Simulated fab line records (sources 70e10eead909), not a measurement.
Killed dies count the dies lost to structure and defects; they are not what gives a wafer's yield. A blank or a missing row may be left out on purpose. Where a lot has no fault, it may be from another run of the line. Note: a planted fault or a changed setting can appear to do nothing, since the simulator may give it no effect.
Which of the tools did it? ; flow nand-harc ; 11 lots, 33 wafers sampled, at 4 steps of a route of 1302

== WHAT THE GAUGES READ, wafer by wafer ==
NHARC_P_ZERO_WELL_CD_MEAS_24: target cd 720 nm.
lot;measured;on;cd-nm (nm)
L399;day 2 08:50;cd-sem-02;719.8 720.0 719.8
L400;day 2 18:37;cd-sem-02;719.9 720.7 721.3
L402;day 3 14:31;cd-sem-03;719.8 718.5 720.3
L403;day 4 00:44;cd-sem-02;721.4 719.0 719.9
L404;day 4 10:35;cd-sem-03;721.7 720.3 720.2
L405;day 4 20:48;cd-sem-03;717.7 719.5 719.6
L408;day 6 02:43;cd-sem-02;718.6 720.0 719.9
L409;day 6 12:43;cd-sem-01;721.0 720.4 719.7
L411;day 7 09:04;cd-sem-01;- - -
L420;day 11 02:28;cd-sem-02;719.3 720.6 722.8
L421;day 11 12:27;cd-sem-02;717.4 720.9 721.4

== WHAT TOOL EACH LOT RAN ON (gives the tool, then ch and the chambers of the sampled wafers, and finally the start) ==
lot;NHARC_P_ZERO_WELL_DESCUM_13;NHARC_P_ZERO_WELL_ETCH_62;NHARC_P_ZERO_WELL_EXPOSE_21
L399;rie-diel-06 ch 0,2,3, day 2 07:28;rie-diel-06 ch 1,3, day 2 08:41 or earlier;krf-scanner-03 ch 0, day 2 08:41
L400;rie-diel-13 ch 1,2,3, day 2 17:26;rie-diel-13 ch 1,3, day 2 18:28 or earlier;krf-scanner-01 ch 0, day 2 18:28
L402;rie-diel-13 ch 0,1,2, day 3 13:17;rie-diel-13 ch 1,2,3, day 3 14:21 or earlier;krf-scanner-01 ch 0, day 3 14:21
L403;rie-diel-09 ch 1,2,3, day 3 23:28;rie-diel-09 ch 1,2,3, day 4 00:35 or earlier;krf-scanner-03 ch 0, day 4 00:35
L404;rie-diel-06 ch 2,3, day 4 09:22;rie-diel-06 ch 0,1,3, day 4 10:26 or earlier;krf-scanner-01 ch 0, day 4 10:26
L405;rie-diel-13 ch 0,2, day 4 19:36;rie-diel-13 ch 0,2,3, day 4 20:39 or earlier;krf-scanner-01 ch 0, day 4 20:39
L408;rie-diel-06 ch 1,3, day 6 01:26;rie-diel-06 ch 0,1, day 6 02:34 or earlier;krf-scanner-03 ch 0, day 6 02:34
L409;rie-diel-09 ch 2,3, day 6 11:29;rie-diel-09 ch 0,2,3, day 6 12:34 or earlier;krf-scanner-04 ch 0, day 6 12:34
L411;rie-diel-06 ch 1,2,3, day 7 07:41;rie-diel-06 ch 0,1,3, day 7 08:55 or earlier;krf-scanner-01 ch 0, day 7 08:55
L420;rie-diel-13 ch 1,2, day 11 01:17;rie-diel-13 ch 1,3, day 11 02:19 or earlier;krf-scanner-04 ch 0, day 11 02:19
L421;rie-diel-13 ch 1,3, day 11 11:23;rie-diel-13 ch 1,2,3, day 11 12:18 or earlier;krf-scanner-04 ch 0, day 11 12:18
- NHARC_P_ZERO_WELL_DESCUM_13: chemistry O2, time 3 s.
- NHARC_P_ZERO_WELL_ETCH_62: etches the open film in CHF3/Ar, target depth 13 nm, time 6.5 s.
- NHARC_P_ZERO_WELL_EXPOSE_21: exposes mask P NWELL, target cd 720 nm.

== THE ANSWER, worked out from the rows above alone ==
Rule: what is usual is taken from the lots themselves. The widest of any qualifying gaps counts: lots, ordered by their means at a reading, are off when they make up no more than a third of the lots, leave a main group of 4 or more, and stand apart from it by 3 or more times the standard deviation of that group's means. Not used: any main group whose means are identical at the precision the tables above print for the reading. A lot without any number at a reading at which 4 lots or more have one is off too. Where the step has rows for the other lots, those lots are counted as sound.
Off at NHARC_P_ZERO_WELL_CD_MEAS_24 (cd-nm): L411. Without a number there: L411. The main group: mean 720.0 nm, standard deviation 0.59.
A tool fits if, at a process step before that reading, it ran every lot that is off, and no sound lot after the first of them. Those tools and the gauges at NHARC_P_ZERO_WELL_CD_MEAS_24 are tried in the same way. NHARC_P_ZERO_WELL_ETCH_62 gives no start for some lots, so the hours and the order of its lots are those of NHARC_P_ZERO_WELL_EXPOSE_21. Can't be told from this: 3 tools fit, rie-diel-06 at NHARC_P_ZERO_WELL_DESCUM_13 and NHARC_P_ZERO_WELL_ETCH_62, krf-scanner-01 at NHARC_P_ZERO_WELL_EXPOSE_21, cd-sem-01 at NHARC_P_ZERO_WELL_CD_MEAS_24.

== WHAT THE SIMULATOR PUT IN ==
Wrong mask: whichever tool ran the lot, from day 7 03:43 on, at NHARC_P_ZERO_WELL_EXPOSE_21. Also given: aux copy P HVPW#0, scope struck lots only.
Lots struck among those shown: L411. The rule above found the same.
